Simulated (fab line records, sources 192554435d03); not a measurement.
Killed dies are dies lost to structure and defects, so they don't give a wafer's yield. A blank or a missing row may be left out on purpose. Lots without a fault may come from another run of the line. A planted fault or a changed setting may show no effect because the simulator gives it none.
Which tool did it? | flow n5_finfet | 24 lots, 72 wafers sampled, at 6 steps of a route of 1938

WHAT THE GAUGES READ, wafer by wafer
N5_BEOL_M9_CD_MEAS_28: target cd 70 nm. Usual: cd_nm 70.02 nm, standard deviation 0.28.
lot  | measured     | on        | cd_nm (nm)        | flag
L075 | day 9 17:28  | cd_sem-01 | 69.97 70.11 69.94 |
L074 | day 9 18:56  | cd_sem-03 | 70.26 69.85 70.30 |
L076 | day 10 01:53 | cd_sem-03 | 69.79 70.35 70.43 |
L077 | day 10 11:09 | cd_sem-01 | 70.20 70.14 69.49 |
L078 | day 10 14:43 | cd_sem-01 | 69.80 69.87 69.93 |
L079 | day 11 00:26 | cd_sem-03 | 69.93 69.98 70.19 |
L080 | day 11 08:38 | cd_sem-02 | 69.77 69.24 70.12 |
L082 | day 11 18:56 | cd_sem-03 | 70.13 70.08 69.99 |
L081 | day 11 18:55 | cd_sem-02 | 70.07 69.72 69.63 |
L084 | day 12 05:39 | cd_sem-01 | 69.82 70.08 69.76 |
L083 | day 12 05:41 | cd_sem-03 | 70.23 70.27 70.30 |
L085 | day 12 05:44 | cd_sem-01 | 69.83 69.62 70.09 |
L087 | day 13 08:33 | cd_sem-01 | 70.33 70.05 70.40 |
L086 | day 13 14:26 | cd_sem-03 | 69.90 70.09 69.95 |
L088 | day 13 15:45 | cd_sem-03 | 69.86 70.15 69.76 |
L089 | day 14 03:46 | cd_sem-03 | 69.93 70.04 69.87 |
L090 | day 14 11:15 | cd_sem-01 | 70.19 69.98 70.12 |
L093 | day 14 11:13 | cd_sem-01 | 70.03 70.38 70.06 |
L091 | day 14 11:17 | cd_sem-03 | 70.49 70.41 70.22 |
L092 | day 14 17:53 | cd_sem-03 | 69.88 69.62 70.13 |
L095 | day 15 09:11 | cd_sem-03 | 70.08 69.87 70.19 |
L094 | day 15 19:16 | cd_sem-01 | 69.72 69.83 70.00 |
L097 | day 16 01:01 | cd_sem-02 | 70.56 70.65 70.28 |
L096 | day 16 09:24 | cd_sem-03 | 70.26 70.08 69.91 |

N5_BEOL_M9_INSPECT_58: inspects for defects (darkfield). Usual: raw_defect_count 67, standard deviation 22.
lot  | measured     | on                | raw_defect_count | flag
L075 | day 9 21:41  | defect_inspect-02 | 60 50 78         |
L074 | day 9 22:08  | defect_inspect-01 | 83 66 53         |
L076 | day 10 04:56 | defect_inspect-02 | 39 40 33         |
L077 | day 10 14:15 | defect_inspect-01 | 40 57 51         |
L078 | day 10 18:39 | defect_inspect-01 | 84 55 47         |
L079 | day 11 03:49 | defect_inspect-02 | 49 68 59         |
L080 | day 11 12:08 | defect_inspect-02 | 84 67 60         |
L082 | day 11 23:23 | defect_inspect-01 | 74 82 80         |
L081 | day 11 23:31 | defect_inspect-02 | 51 69 68         |
L084 | day 12 08:39 | defect_inspect-02 | 46 33 44         |
L083 | day 12 09:11 | defect_inspect-01 | 47 38 53         |
L085 | day 12 10:00 | defect_inspect-01 | 115 45 54        |
L087 | day 13 12:26 | defect_inspect-01 | 69 77 85         |
L086 | day 13 18:26 | defect_inspect-02 | 46 64 67         |
L088 | day 13 19:41 | defect_inspect-01 | 68 57 60         |
L089 | day 14 08:16 | defect_inspect-01 | 124 77 87        |
L090 | day 14 14:49 | defect_inspect-01 | 126 62 66        |
L093 | day 14 14:34 | defect_inspect-01 | 77 61 96         |
L091 | day 14 15:37 | defect_inspect-01 | 97 55 75         |
L092 | day 14 22:17 | defect_inspect-01 | 53 74 69         |
L095 | day 15 13:16 | defect_inspect-01 | 63 42 49         |
L094 | day 15 22:30 | defect_inspect-01 | 116 81 83        |
L097 | day 16 04:22 | defect_inspect-01 | 62 46 50         |
L096 | day 16 14:11 | defect_inspect-01 | 64 122 83        |

WHICH TOOL RAN EACH LOT (tool, then ch and the chambers of the sampled wafers, then the start)
lot  | N5_BEOL_M8_SURFACE_TREAT_79  | N5_BEOL_M9_CURE_71            | N5_BEOL_M9_DESCUM_16               | N5_BEOL_M9_STRIP_19
L075 | pvd_sputter-01, day 9 12:34  | uv_cure-01 ch 1, day 9 13:53  | rie_diel-06 ch 1,2,3, day 9 16:08  | rie_diel-03 ch 0,2, day 9 16:39
L074 | pvd_sputter-03, day 9 12:47  | uv_cure-01 ch 1, day 9 14:26  | rie_diel-01 ch 0,1,3, day 9 16:50  | rie_diel-06 ch 0,1,3, day 9 17:15
L076 | pvd_sputter-01, day 9 20:28  | uv_cure-03 ch 0, day 9 22:05  | rie_diel-03 ch 0,1, day 10 01:03   | rie_diel-01 ch 0,1,2, day 10 01:31
L077 | pvd_sputter-03, day 10 06:22 | uv_cure-03 ch 1, day 10 07:53 | rie_diel-06 ch 0,3, day 10 08:52   | rie_diel-01 ch 2,3, day 10 09:15
L078 | pvd_sputter-03, day 10 08:05 | uv_cure-01 ch 0, day 10 09:55 | rie_diel-01 ch 0,2, day 10 11:59   | rie_diel-01 ch 2,3, day 10 12:22
L079 | pvd_sputter-01, day 10 18:19 | uv_cure-01 ch 0, day 10 19:49 | rie_diel-01 ch 0,3, day 10 21:42   | rie_diel-03 ch 0,2,3, day 10 22:05
L080 | pvd_sputter-01, day 11 04:23 | uv_cure-01 ch 2, day 11 05:56 | rie_diel-01 ch 1,2, day 11 07:43   | rie_diel-06 ch 0,1,2, day 11 08:13
L082 | pvd_sputter-03, day 11 10:44 | uv_cure-01 ch 1, day 11 13:16 | rie_diel-06 ch 0,1,3, day 11 14:55 | rie_diel-06 ch 0,2,3, day 11 15:18
L081 | pvd_sputter-02, day 11 10:50 | uv_cure-02 ch 0, day 11 13:43 | rie_diel-03 ch 1,2,3, day 11 15:05 | rie_diel-03 ch 0,2,3, day 11 15:28
L084 | pvd_sputter-02, day 11 22:16 | uv_cure-02 ch 2, day 12 01:35 | rie_diel-06 ch 0,2, day 12 04:05   | rie_diel-01 ch 0,2, day 12 04:34
L083 | pvd_sputter-02, day 11 22:25 | uv_cure-03 ch 1, day 12 01:02 | rie_diel-01 ch 0,1,3, day 12 04:05 | rie_diel-01 ch 0,2,3, day 12 04:38
L085 | pvd_sputter-01, day 11 22:46 | uv_cure-03 ch 0, day 12 02:10 | rie_diel-03 ch 0,3, day 12 04:24   | rie_diel-03 ch 0,3, day 12 04:47
L087 | pvd_sputter-01, day 13 00:17 | uv_cure-01 ch 0, day 13 04:46 | rie_diel-03 ch 1,3, day 13 07:39   | rie_diel-03 ch 0,1, day 13 08:08
L086 | pvd_sputter-01, day 13 09:47 | uv_cure-02 ch 0, day 13 11:10 | rie_diel-01 ch 0,2,3, day 13 13:30 | rie_diel-06 ch 0,1,3, day 13 13:56
L088 | pvd_sputter-02, day 13 10:30 | uv_cure-02 ch 0, day 13 12:17 | rie_diel-06 ch 0,1,2, day 13 14:46 | rie_diel-03 ch 0,2,3, day 13 15:10
L089 | pvd_sputter-01, day 13 22:07 | uv_cure-01 ch 2, day 14 01:29 | rie_diel-03 ch 0,1, day 14 02:53   | rie_diel-01 ch 1,2, day 14 03:22
L090 | pvd_sputter-01, day 14 04:08 | uv_cure-02 ch 2, day 14 05:37 | rie_diel-06 ch 0,2, day 14 08:41   | rie_diel-06 ch 0,2, day 14 09:04
L093 | pvd_sputter-01, day 14 04:11 | uv_cure-03 ch 2, day 14 05:50 | rie_diel-01 ch 1,2, day 14 08:31   | rie_diel-03 ch 0,3, day 14 08:55
L091 | pvd_sputter-02, day 14 05:13 | uv_cure-03 ch 1, day 14 06:46 | rie_diel-01 ch 1,2, day 14 08:51   | rie_diel-03 ch 2,3, day 14 09:14
L092 | pvd_sputter-03, day 14 13:38 | uv_cure-03 ch 0, day 14 15:16 | rie_diel-01 ch 0,1,3, day 14 17:06 | rie_diel-01 ch 0,1,2, day 14 17:29
L095 | pvd_sputter-03, day 15 03:18 | uv_cure-01 ch 0, day 15 04:48 | rie_diel-03 ch 1,2, day 15 06:16   | rie_diel-03 ch 0,1,2, day 15 06:39
L094 | pvd_sputter-03, day 15 11:15 | uv_cure-03 ch 2, day 15 13:47 | rie_diel-06 ch 0,2,3, day 15 16:59 | rie_diel-01 ch 0,2,3, day 15 17:26
L097 | pvd_sputter-03, day 15 16:59 | uv_cure-02 ch 2, day 15 18:20 | rie_diel-03 ch 1,2, day 15 20:55   | rie_diel-01 ch 0,2, day 15 21:19
L096 | pvd_sputter-01, day 16 03:09 | uv_cure-01 ch 1, day 16 04:40 | rie_diel-06 ch 2,3, day 16 07:45   | rie_diel-06 ch 0,2,3, day 16 08:11
- N5_BEOL_M8_SURFACE_TREAT_79
- N5_BEOL_M9_CURE_71: cures SiCOH lowk, time 240 s.
- N5_BEOL_M9_DESCUM_16: chemistry O2, time 7.9 s.
- N5_BEOL_M9_STRIP_19: strips in O2.

WHAT THE TOOLS THEMSELVES READ (means of the sampled wafers that have a number; where no wafer has one, the mark that the record gives instead)
N5_BEOL_M9_CURE_71. Usual: lamp_power_pct 52.31 %, standard deviation 0.054; wafer_temp_C_max 386.8, standard deviation 0.79.
lot  | tool       | lamp_power_pct (%) | wafer_temp_C_max | flag
L075 | uv_cure-01 | 52.33              | 387.3            |
L074 | uv_cure-01 | 52.34              | 388.0            |
L076 | uv_cure-03 | 52.34              | 386.0            |
L077 | uv_cure-03 | 52.33              | 386.3            |
L078 | uv_cure-01 | 52.32              | 387.0            |
L079 | uv_cure-01 | 52.34              | 387.5            |
L080 | uv_cure-01 | 52.28              | 386.9            |
L082 | uv_cure-01 | 52.28              | 387.5            |
L081 | uv_cure-02 | 52.33              | 385.4            |
L084 | uv_cure-02 | 52.31              | 386.7            |
L083 | uv_cure-03 | 52.34              | 385.9            |
L085 | uv_cure-03 | 52.29              | 385.9            |
L087 | uv_cure-01 | 52.34              | 387.2            |
L086 | uv_cure-02 | 52.32              | 386.1            |
L088 | uv_cure-02 | 52.36              | 385.9            |
L089 | uv_cure-01 | 52.28              | 386.8            |
L090 | uv_cure-02 | 52.29              | 386.8            |
L093 | uv_cure-03 | 52.33              | 387.4            |
L091 | uv_cure-03 | 52.30              | 386.2            |
L092 | uv_cure-03 | 52.28              | 386.0            |
L095 | uv_cure-01 | 52.33              | 387.5            |
L094 | uv_cure-03 | 52.27              | 387.7            |
L097 | uv_cure-02 | 52.26              | 386.8            |
L096 | uv_cure-01 | 52.29              | 387.1            |

N5_BEOL_M9_DESCUM_16. Usual: drypump_motor_current_A 5.7 A, standard deviation 0.55; o2_flow_sccm 225.1 sccm, standard deviation 0.67; oes_product_au 0.79 a.u., standard deviation 0.084; rf_vpp_V 243.2 V, standard deviation 1.2; showerhead_plenum_p_Torr 2.09 Torr, standard deviation 0.062; throttle_valve_pct 20.43 %, standard deviation 0.25.
lot  | tool        | drypump_motor_current_A (A) | o2_flow_sccm (sccm) | oes_product_au (a.u.) | rf_vpp_V (V) | showerhead_plenum_p_Torr (Torr) | throttle_valve_pct (%) | flag
L075 | rie_diel-06 | 5.2                         | 224.7               | 0.80                  | 243.7        | 2.11                            | 20.26                  |
L074 | rie_diel-01 | 5.3                         | 225.1               | 0.73                  | 244.2        | 2.08                            | 20.61                  |
L076 | rie_diel-03 | 5.9                         | 225.3               | 0.93                  | 243.2        | 2.15                            | 20.18                  |
L077 | rie_diel-06 | 5.9                         | 225.3               | 0.77                  | 243.9        | 2.12                            | 20.42                  |
L078 | rie_diel-01 | 5.5                         | 224.7               | 0.76                  | 244.4        | 2.09                            | 20.62                  |
L079 | rie_diel-01 | 5.4                         | 223.8               | 0.74                  | 242.4        | 2.06                            | 20.77                  |
L080 | rie_diel-01 | 5.6                         | 225.2               | 0.75                  | 243.2        | 2.11                            | 20.33                  |
L082 | rie_diel-06 | 5.7                         | 225.0               | 0.74                  | 243.6        | 2.08                            | 20.47                  |
L081 | rie_diel-03 | 5.9                         | 225.5               | 0.83                  | 243.8        | 2.12                            | 20.46                  |
L084 | rie_diel-06 | 5.8                         | 225.2               | 0.78                  | 242.0        | 2.01                            | 20.40                  |
L083 | rie_diel-01 | 5.3                         | 225.7               | 0.72                  | 242.9        | 2.08                            | 20.62                  |
L085 | rie_diel-03 | 6.1                         | 224.9               | 0.86                  | 244.5        | 2.16                            | 20.34                  |
L087 | rie_diel-03 | 5.5                         | 225.4               | 0.74                  | 244.1        | 2.16                            | 20.63                  |
L086 | rie_diel-01 | 5.7                         | 224.9               | 0.75                  | 242.6        | 2.05                            | 20.62                  |
L088 | rie_diel-06 | 5.4                         | 225.6               | 0.76                  | 242.1        | 2.03                            | 20.39                  |
L089 | rie_diel-03 | 6.2                         | 225.9               | 0.89                  | 243.7        | 2.14                            | 20.18                  |
L090 | rie_diel-06 | 5.4                         | 224.6               | 0.81                  | 242.2        | 2.02                            | 20.23                  |
L093 | rie_diel-01 | 5.2                         | 225.4               | 0.71                  | 244.8        | 2.11                            | 20.36                  |
L091 | rie_diel-01 | 5.2                         | 225.5               | 0.71                  | 243.5        | 2.11                            | 20.36                  |
L092 | rie_diel-01 | 5.3                         | 224.9               | 0.70                  | 242.9        | 2.07                            | 20.65                  |
L095 | rie_diel-03 | 6.0                         | 224.8               | 0.86                  | 242.4        | 2.10                            | 20.33                  |
L094 | rie_diel-06 | 5.6                         | 225.2               | 0.76                  | 242.7        | 2.06                            | 20.36                  |
L097 | rie_diel-03 | 6.3                         | 225.1               | 0.86                  | 243.0        | 2.08                            | 20.38                  |
L096 | rie_diel-06 | 5.2                         | 225.3               | 0.80                  | 242.7        | 2.08                            | 20.17                  |

N5_BEOL_M9_STRIP_19. Usual: drypump_motor_current_A 5.7 A, standard deviation 0.57; o2_flow_sccm 225.1 sccm, standard deviation 0.59; oes_product_au 0.80 a.u., standard deviation 0.096; rf_vpp_V 3.6 V, standard deviation 0.57; showerhead_plenum_p_Torr 2.10 Torr, standard deviation 0.06; throttle_valve_pct 16.68 %, standard deviation 0.25.
lot  | tool        | drypump_motor_current_A (A) | o2_flow_sccm (sccm) | oes_product_au (a.u.) | rf_vpp_V (V) | showerhead_plenum_p_Torr (Torr) | throttle_valve_pct (%) | flag
L075 | rie_diel-03 | 6.5                         | 224.3               | 0.90                  | 3.3          | 2.13                            | 16.51                  |
L074 | rie_diel-06 | 5.7                         | 225.5               | 0.75                  | 3.4          | 2.09                            | 16.75                  |
L076 | rie_diel-01 | 5.3                         | 225.3               | 0.74                  | 3.7          | 2.11                            | 16.74                  |
L077 | rie_diel-01 | 5.9                         | 225.1               | 0.75                  | 3.4          | 2.04                            | 16.81                  |
L078 | rie_diel-01 | 6.0                         | 224.6               | 0.77                  | 4.1          | 2.06                            | 16.70                  |
L079 | rie_diel-03 | 6.2                         | 225.0               | 0.88                  | 3.8          | 2.14                            | 16.63                  |
L080 | rie_diel-06 | 5.4                         | 225.3               | 0.77                  | 3.9          | 2.04                            | 16.66                  |
L082 | rie_diel-06 | 5.6                         | 225.5               | 0.80                  | 4.0          | 2.08                            | 16.59                  |
L081 | rie_diel-03 | 6.2                         | 225.2               | 0.86                  | 3.6          | 2.14                            | 16.65                  |
L084 | rie_diel-01 | 5.5                         | 224.6               | 0.76                  | 3.5          | 2.09                            | 16.86                  |
L083 | rie_diel-01 | 5.7                         | 224.4               | 0.75                  | 3.2          | 2.06                            | 16.85                  |
L085 | rie_diel-03 | 5.8                         | 225.0               | 0.76                  | 3.5          | 2.17                            | 16.80                  |
L087 | rie_diel-03 | 6.2                         | 225.1               | 0.90                  | 3.4          | 2.14                            | 16.38                  |
L086 | rie_diel-06 | 5.7                         | 225.1               | 0.73                  | 3.1          | 2.08                            | 16.79                  |
L088 | rie_diel-03 | 6.2                         | 225.5               | 0.83                  | 3.8          | 2.13                            | 16.66                  |
L089 | rie_diel-01 | 5.6                         | 224.9               | 0.73                  | 3.5          | 2.10                            | 16.65                  |
L090 | rie_diel-06 | 5.4                         | 224.9               | 0.81                  | 3.1          | 2.02                            | 16.50                  |
L093 | rie_diel-03 | 6.1                         | 224.7               | 0.94                  | 4.0          | 2.16                            | 16.43                  |
L091 | rie_diel-03 | 6.2                         | 225.7               | 0.93                  | 3.6          | 2.10                            | 16.62                  |
L092 | rie_diel-01 | 5.4                         | 225.4               | 0.73                  | 4.0          | 2.10                            | 16.78                  |
L095 | rie_diel-03 | 6.3                         | 225.3               | 0.87                  | 2.7          | 2.11                            | 16.49                  |
L094 | rie_diel-01 | 5.7                         | 225.3               | 0.73                  | 4.1          | 2.05                            | 16.90                  |
L097 | rie_diel-01 | 5.7                         | 224.7               | 0.74                  | 3.6          | 2.08                            | 16.78                  |
L096 | rie_diel-06 | 5.7                         | 225.3               | 0.76                  | 3.4          | 2.06                            | 16.64                  |

THE ANSWER, worked out from the rows above alone
Rule: a lot is off if the mean of its wafers that have a number lies more than 3 standard deviations from the usual mean. A lot without any number at a reading at which 4 lots or more have one is off too. The other lots that the step has rows for count as sound. The gauges are gone through in route order, then the tools' own readings, and for those a lot's mean is taken as printed above. The first step at which some lot is off is used, and at that step the reading that is off furthest; a lot without a number counts as furthest.
No lot is off at any reading shown: from this, nothing can be told.

WHAT THE SIMULATOR HAD PUT IN
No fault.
